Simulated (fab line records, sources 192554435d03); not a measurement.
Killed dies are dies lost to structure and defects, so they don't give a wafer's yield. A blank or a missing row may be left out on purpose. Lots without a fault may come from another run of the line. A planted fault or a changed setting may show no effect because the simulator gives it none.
Chamber matching | flow n5_finfet | N5_BEOL_M1_ILD_DEP_00 on pecvd-03: 3 sister chambers
The step deposits SiOC from DEMS/O2, target thk 79 nm, time 15.3 s. 6 wafers are shown with their chamber, then 10 later ones without.

WAFERS WITH THEIR CHAMBER
wafer  | chamber | showerhead_vpp_V (V) | throttle_valve_pct (%)
L086.6 | 1       | 1476                 | 13.2
L090.1 | 2       | 1298                 | 11.4
L090.3 | 0       | 1388                 | 12.3
L090.4 | 0       | 1400                 | 12.4
L093.1 | 1       | 1473                 | 13.3
L093.4 | 2       | 1321                 | 11.4

WAFERS WITHOUT THEIR CHAMBER
wafer  | showerhead_vpp_V (V) | throttle_valve_pct (%)
L093.5 | 1488                 | 13.4
L092.4 | 1459                 | 13.5
L092.5 | 1378                 | 12.1
L092.6 | 1260                 | 11.2
L095.2 | 1502                 | 13.7
L095.3 | 1369                 | 12.0
L095.6 | 1348                 | 12.0
L094.1 | 1284                 | 11.4
L094.2 | 1483                 | 13.5
L094.4 | 1493                 | 13.2

WHICH CHAMBER EACH WENT THROUGH
wafer  | from the rows above | in truth
L093.5 | 1                   | 1
L092.4 | 1                   | 1
L092.5 | 0                   | 0
L092.6 | 2                   | 2
L095.2 | 1                   | 1
L095.3 | 0                   | 0
L095.6 | 0                   | 0
L094.1 | 2                   | 2
L094.2 | 1                   | 1
L094.4 | 1                   | 1
Placed correctly: 10 of 10. Can't be placed from these rows: 0. Placed wrongly: 0.
How it was worked out, from the rows above alone: a wafer's distance from a chamber is the root of the sum, over the readings, of the square of ((its reading less the chamber's mean) divided by the reading's scatter). The wafer belongs to the nearest chamber; if the next one is less than 2 further off, it can't be placed. A chamber's mean is the mean of its shown wafers. The scatter: the root of (the sum of the squares of (reading less its chamber's mean) over the shown wafers, divided by (wafers less chambers)).
